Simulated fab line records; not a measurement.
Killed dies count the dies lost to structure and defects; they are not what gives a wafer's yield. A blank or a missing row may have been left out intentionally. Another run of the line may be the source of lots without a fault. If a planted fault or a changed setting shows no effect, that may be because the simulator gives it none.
Which tool did it? ; flow n5_finfet ; 72 wafers from 24 lots sampled at 6 of the route's 1938 steps

WHAT EACH GAUGE READ, for each wafer
N5_BEOL_M1_CD_MEAS_35: target cd 18 nm, target cd y 21 nm. Usual: 17.8 nm for cd_nm, sd 0.42.
lot;measured;on;cd_nm (nm);flag
L074;day 6 09:13;cd_sem-02;17.9 17.3 17.4;
L075;day 6 12:07;cd_sem-03;18.4 17.8 18.1;
L076;day 6 12:47;cd_sem-01;17.3 17.4 17.9;
L077;day 7 05:14;cd_sem-01;17.6 17.1 18.4;
L078;day 7 11:15;cd_sem-02;17.5 18.1 18.2;
L079;day 7 11:23;cd_sem-01;17.9 17.7 17.9;
L081;day 8 06:52;cd_sem-01;17.7 18.0 17.9;
L080;day 8 06:55;cd_sem-02;18.3 17.9 18.2;
L083;day 8 15:28;cd_sem-03;17.7 17.9 17.5;
L082;day 8 16:05;cd_sem-01;17.9 17.1 17.5;
L084;day 8 17:10;cd_sem-02;17.9 17.4 18.6;
L085;day 8 23:29;cd_sem-03;17.7 17.4 16.8;
L088;day 9 15:07;cd_sem-01;18.1 18.4 18.1;
L086;day 9 18:12;cd_sem-03;18.0 17.9 18.5;
L087;day 9 18:45;cd_sem-01;17.8 17.9 17.5;
L089;day 10 00:11;cd_sem-01;17.7 18.1 18.1;
L090;day 10 02:20;cd_sem-03;17.4 17.3 17.2;
L092;day 10 15:41;cd_sem-01;17.9 17.5 18.3;
L091;day 10 15:43;cd_sem-03;17.4 17.6 17.8;
L093;day 11 01:16;cd_sem-01;17.5 17.7 18.0;
L095;day 11 04:50;cd_sem-03;18.5 18.1 17.8;
L094;day 11 06:04;cd_sem-01;17.5 18.2 18.0;
L096;day 11 22:56;cd_sem-03;17.5 17.3 17.9;
L097;day 12 02:02;cd_sem-01;17.6 17.5 18.3;

N5_BEOL_M2_INSPECT_30: inspects for defects (brightfield). Usual: 407 for raw_defect_count, sd 91.
lot;measured;on;raw_defect_count;flag
L074;day 6 17:26;defect_inspect-02;470 439 626;
L075;day 6 18:10;defect_inspect-01;353 289 361;
L076;day 6 21:13;defect_inspect-01;562 534 455;
L077;day 7 12:50;defect_inspect-01;368 372 375;
L078;day 7 17:32;defect_inspect-01;563 642 424;
L079;day 7 18:24;defect_inspect-02;290 205 376;
L081;day 8 13:05;defect_inspect-01;243 432 412;
L080;day 8 14:02;defect_inspect-02;330 356 383;
L083;day 8 22:06;defect_inspect-02;484 346 432;
L082;day 8 23:01;defect_inspect-01;381 311 359;
L084;day 9 00:28;defect_inspect-02;514 446 599;
L085;day 9 07:05;defect_inspect-02;219 367 290;
L088;day 9 21:02;defect_inspect-01;369 431 414;
L086;day 10 00:21;defect_inspect-01;402 451 269;
L087;day 10 02:52;defect_inspect-01;335 443 417;
L089;day 10 08:47;defect_inspect-01;582 316 479;
L090;day 10 08:53;defect_inspect-01;436 319 335;
L092;day 10 21:08;defect_inspect-02;436 396 429;
L091;day 10 21:24;defect_inspect-02;385 573 536;
L093;day 11 08:58;defect_inspect-02;618 461 483;
L095;day 11 11:34;defect_inspect-02;454 481 413;
L094;day 11 12:43;defect_inspect-01;465 563 448;
L096;day 12 06:27;defect_inspect-02;369 467 278;
L097;day 12 11:52;defect_inspect-01;374 392 328;

TOOL THAT RAN EACH LOT (tool first, then ch and the chambers of the sampled wafers, then the start)
lot;N5_BEOL_M1_STRIP_36;N5_BEOL_M1_SPUTTER_81;N5_BEOL_M1_SPUTTER_92;N5_BEOL_M1_ANNEAL_51
L074;rie_diel-05 ch 0,2,3, day 6 08:52;pvd_sputter-02, day 6 10:48;pvd_sputter-02, day 6 11:41;rtp_anneal-02 ch 0, day 6 12:47
L075;rie_diel-03 ch 1,2,3, day 6 11:46;pvd_sputter-02, day 6 13:23;pvd_sputter-02, day 6 14:16;rtp_anneal-02 ch 0, day 6 15:03
L076;rie_diel-03 ch 1,2,3, day 6 12:25;pvd_sputter-03, day 6 15:35;pvd_sputter-03, day 6 16:28;rtp_anneal-01 ch 0, day 6 17:11
L077;rie_diel-05 ch 0,1,3, day 7 04:53;pvd_sputter-02, day 7 07:35;pvd_sputter-02, day 7 08:28;rtp_anneal-01 ch 0, day 7 10:08
L078;rie_diel-03 ch 2,3, day 7 10:54;pvd_sputter-01, day 7 12:31;pvd_sputter-01, day 7 13:23;rtp_anneal-02 ch 0, day 7 14:01
L079;rie_diel-05 ch 0,1,2, day 7 11:01;pvd_sputter-02, day 7 12:39;pvd_sputter-02, day 7 13:32;rtp_anneal-02 ch 0, day 7 14:20
L081;rie_diel-03 ch 0,1,3, day 8 06:31;pvd_sputter-03, day 8 08:38;pvd_sputter-03, day 8 09:31;rtp_anneal-01 ch 0, day 8 10:09
L080;rie_diel-02 ch 1,2, day 8 06:34;pvd_sputter-01, day 8 08:52;pvd_sputter-01, day 8 09:50;rtp_anneal-01 ch 0, day 8 10:38
L083;rie_diel-02 ch 1,2,3, day 8 15:07;pvd_sputter-01, day 8 17:14;pvd_sputter-01, day 8 18:11;rtp_anneal-02 ch 0, day 8 18:52
L082;rie_diel-05 ch 0,1, day 8 15:44;pvd_sputter-03, day 8 17:59;pvd_sputter-03, day 8 18:52;rtp_anneal-02 ch 0, day 8 19:30
L084;rie_diel-02 ch 0,2, day 8 16:49;pvd_sputter-02, day 8 19:54;pvd_sputter-02, day 8 20:47;rtp_anneal-02 ch 0, day 8 21:30
L085;rie_diel-02 ch 0,1,2, day 8 23:08;pvd_sputter-03, day 9 01:29;pvd_sputter-03, day 9 02:22;rtp_anneal-02 ch 0, day 9 03:00
L088;rie_diel-02 ch 0,2,3, day 9 14:46;pvd_sputter-01, day 9 16:31;pvd_sputter-01, day 9 17:24;rtp_anneal-02 ch 0, day 9 18:16
L086;rie_diel-03 ch 0,1,3, day 9 17:51;pvd_sputter-01, day 9 19:33;pvd_sputter-01, day 9 20:26;rtp_anneal-02 ch 0, day 9 21:07
L087;rie_diel-02 ch 0,2, day 9 18:24;pvd_sputter-02, day 9 21:32;pvd_sputter-02, day 9 22:25;rtp_anneal-02 ch 0, day 9 23:03
L089;rie_diel-03 ch 1,2, day 9 23:50;pvd_sputter-03, day 10 02:01;pvd_sputter-03, day 10 02:53;rtp_anneal-01 ch 0, day 10 03:34
L090;rie_diel-05 ch 2,3, day 10 01:59;pvd_sputter-03, day 10 03:51;pvd_sputter-03, day 10 04:44;rtp_anneal-02 ch 0, day 10 05:27
L092;rie_diel-02 ch 0,1,2, day 10 15:20;pvd_sputter-01, day 10 16:58;pvd_sputter-01, day 10 17:50;rtp_anneal-01 ch 0, day 10 18:34
L091;rie_diel-03 ch 0,1,3, day 10 15:22;pvd_sputter-03, day 10 17:02;pvd_sputter-03, day 10 17:55;rtp_anneal-02 ch 0, day 10 18:33
L093;rie_diel-02 ch 1,2,3, day 11 00:49;pvd_sputter-03, day 11 03:04;pvd_sputter-03, day 11 03:56;rtp_anneal-01 ch 0, day 11 04:58
L095;rie_diel-03 ch 1,2,3, day 11 04:29;pvd_sputter-02, day 11 06:43;pvd_sputter-02, day 11 07:35;rtp_anneal-02 ch 0, day 11 08:14
L094;rie_diel-05 ch 0,2,3, day 11 05:43;pvd_sputter-01, day 11 08:02;pvd_sputter-01, day 11 08:55;rtp_anneal-02 ch 0, day 11 09:56
L096;rie_diel-05 ch 0,2,3, day 11 22:35;pvd_sputter-02, day 12 00:21;pvd_sputter-02, day 12 01:14;rtp_anneal-02 ch 0, day 12 01:52
L097;rie_diel-03 ch 0,1,3, day 12 01:41;pvd_sputter-02, day 12 03:55;pvd_sputter-02, day 12 04:47;rtp_anneal-02 ch 0, day 12 05:26
- N5_BEOL_M1_STRIP_36: strips in N2/H2.
- N5_BEOL_M1_SPUTTER_81: material Cu, target thk 4.5 nm, time 8.29 s.
- N5_BEOL_M1_SPUTTER_92: material Cu, target thk 4.5 nm, time 8.29 s.
- N5_BEOL_M1_ANNEAL_51: time 90 s.

AS READ BY THE TOOLS THEMSELVES (means over the sampled wafers that have a number; for cases with no such wafer, the mark the record gives instead)
N5_BEOL_M1_STRIP_36. Usual: drypump_motor_current_A 5.8 A, standard deviation 0.54; h2_flow_sccm 200.1 sccm, standard deviation 0.55; oes_product_au 0.79 a.u., standard deviation 0.067; rf_vpp_V 59.3 V, standard deviation 1.4; showerhead_plenum_p_Torr 2.54 Torr, standard deviation 0.053; throttle_valve_pct 23.6 %, standard deviation 0.32.
lot;tool;drypump_motor_current_A (A);h2_flow_sccm (sccm);oes_product_au (a.u.);rf_vpp_V (V);showerhead_plenum_p_Torr (Torr);throttle_valve_pct (%);flag
L074;rie_diel-05;6.1;199.7;0.81;57.5;2.51;23.7;
L075;rie_diel-03;5.7;200.1;0.83;59.7;2.60;23.5;
L076;rie_diel-03;5.7;199.4;0.83;60.1;2.60;23.5;
L077;rie_diel-05;6.0;200.4;0.77;58.2;2.54;23.7;
L078;rie_diel-03;6.3;200.3;0.79;60.8;2.58;23.6;
L079;rie_diel-05;5.8;200.0;0.76;59.7;2.55;23.4;
L081;rie_diel-03;5.6;200.5;0.86;60.3;2.55;23.6;
L080;rie_diel-02;5.9;200.2;0.78;60.2;2.47;23.7;
L083;rie_diel-02;5.9;200.5;0.76;57.6;2.51;23.8;
L082;rie_diel-05;5.7;199.9;0.73;60.3;2.57;23.4;
L084;rie_diel-02;6.1;199.8;0.76;58.3;2.51;23.4;
L085;rie_diel-02;5.9;200.4;0.80;59.1;2.49;23.5;
L088;rie_diel-02;5.8;199.6;0.78;58.9;2.52;23.7;
L086;rie_diel-03;5.6;199.8;0.84;60.9;2.54;23.6;
L087;rie_diel-02;6.1;200.4;0.77;60.5;2.51;23.4;
L089;rie_diel-03;5.4;199.9;0.76;59.5;2.60;23.5;
L090;rie_diel-05;6.1;200.0;0.81;59.6;2.52;23.5;
L092;rie_diel-02;5.9;200.2;0.79;59.2;2.49;23.6;
L091;rie_diel-03;5.6;200.5;0.83;58.5;2.54;23.6;
L093;rie_diel-02;5.9;200.1;0.74;59.1;2.50;23.8;
L095;rie_diel-03;5.7;200.4;0.80;59.5;2.58;23.5;
L094;rie_diel-05;6.0;200.6;0.77;58.3;2.50;23.7;
L096;rie_diel-05;6.0;200.2;0.76;58.4;2.50;23.7;
L097;rie_diel-03;5.6;199.7;0.82;58.2;2.53;23.6;

N5_BEOL_M1_SPUTTER_81. Usual: 30.0 % for throttle_valve_pct, sd 1.2.
lot;tool;throttle_valve_pct (%);flag
L074;pvd_sputter-02;30.5;
L075;pvd_sputter-02;31.8;
L076;pvd_sputter-03;29.9;
L077;pvd_sputter-02;29.7;
L078;pvd_sputter-01;30.8;
L079;pvd_sputter-02;30.7;
L081;pvd_sputter-03;29.5;
L080;pvd_sputter-01;29.7;
L083;pvd_sputter-01;29.9;
L082;pvd_sputter-03;30.0;
L084;pvd_sputter-02;30.2;
L085;pvd_sputter-03;29.6;
L088;pvd_sputter-01;29.6;
L086;pvd_sputter-01;30.3;
L087;pvd_sputter-02;30.8;
L089;pvd_sputter-03;29.6;
L090;pvd_sputter-03;29.1;
L092;pvd_sputter-01;30.5;
L091;pvd_sputter-03;30.2;
L093;pvd_sputter-03;29.8;
L095;pvd_sputter-02;28.2;
L094;pvd_sputter-01;29.7;
L096;pvd_sputter-02;29.7;
L097;pvd_sputter-02;29.6;

N5_BEOL_M1_SPUTTER_92. Usual: 30.0 % for throttle_valve_pct, sd 1.2.
lot;tool;throttle_valve_pct (%);flag
L074;pvd_sputter-02;30.5;
L075;pvd_sputter-02;31.6;
L076;pvd_sputter-03;29.9;
L077;pvd_sputter-02;29.7;
L078;pvd_sputter-01;30.9;
L079;pvd_sputter-02;30.6;
L081;pvd_sputter-03;29.4;
L080;pvd_sputter-01;29.7;
L083;pvd_sputter-01;29.7;
L082;pvd_sputter-03;30.1;
L084;pvd_sputter-02;30.1;
L085;pvd_sputter-03;29.3;
L088;pvd_sputter-01;29.6;
L086;pvd_sputter-01;30.2;
L087;pvd_sputter-02;30.7;
L089;pvd_sputter-03;29.6;
L090;pvd_sputter-03;29.0;
L092;pvd_sputter-01;30.5;
L091;pvd_sputter-03;30.1;
L093;pvd_sputter-03;30.1;
L095;pvd_sputter-02;28.1;
L094;pvd_sputter-01;29.6;
L096;pvd_sputter-02;29.8;
L097;pvd_sputter-02;29.6;

N5_BEOL_M1_ANNEAL_51. Usual: 225.79 for wafer_temp_C_max, sd 0.21.
lot;tool;wafer_temp_C_max;flag
L074;rtp_anneal-02;225.65;
L075;rtp_anneal-02;225.45;
L076;rtp_anneal-01;225.98;
L077;rtp_anneal-01;225.90;
L078;rtp_anneal-02;225.71;
L079;rtp_anneal-02;225.67;
L081;rtp_anneal-01;226.01;
L080;rtp_anneal-01;226.02;
L083;rtp_anneal-02;225.65;
L082;rtp_anneal-02;225.78;
L084;rtp_anneal-02;225.62;
L085;rtp_anneal-02;225.83;
L088;rtp_anneal-02;225.59;
L086;rtp_anneal-02;226.07;
L087;rtp_anneal-02;225.77;
L089;rtp_anneal-01;225.84;
L090;rtp_anneal-02;225.74;
L092;rtp_anneal-01;225.75;
L091;rtp_anneal-02;225.60;
L093;rtp_anneal-01;225.95;
L095;rtp_anneal-02;225.80;
L094;rtp_anneal-02;225.94;
L096;rtp_anneal-02;225.73;
L097;rtp_anneal-02;225.61;

THE ANSWER, worked out from the rows above alone
Rule: a lot counts as off when the mean over its wafers that have a number is more than 3 standard deviations away from the usual mean. A lot without any number at a reading at which 4 lots or more have one is off too. Any other lot the step has rows for is counted as sound. After the gauges, taken in route order, come the tools' own readings; for these a lot's mean is taken, as printed above. At the first step where some lot is off, the reading lying furthest off is the one used; lots without a number count as furthest.
Nothing can be told from this: no lot is off at any reading shown.

WHAT WAS PUT IN BY THE SIMULATOR
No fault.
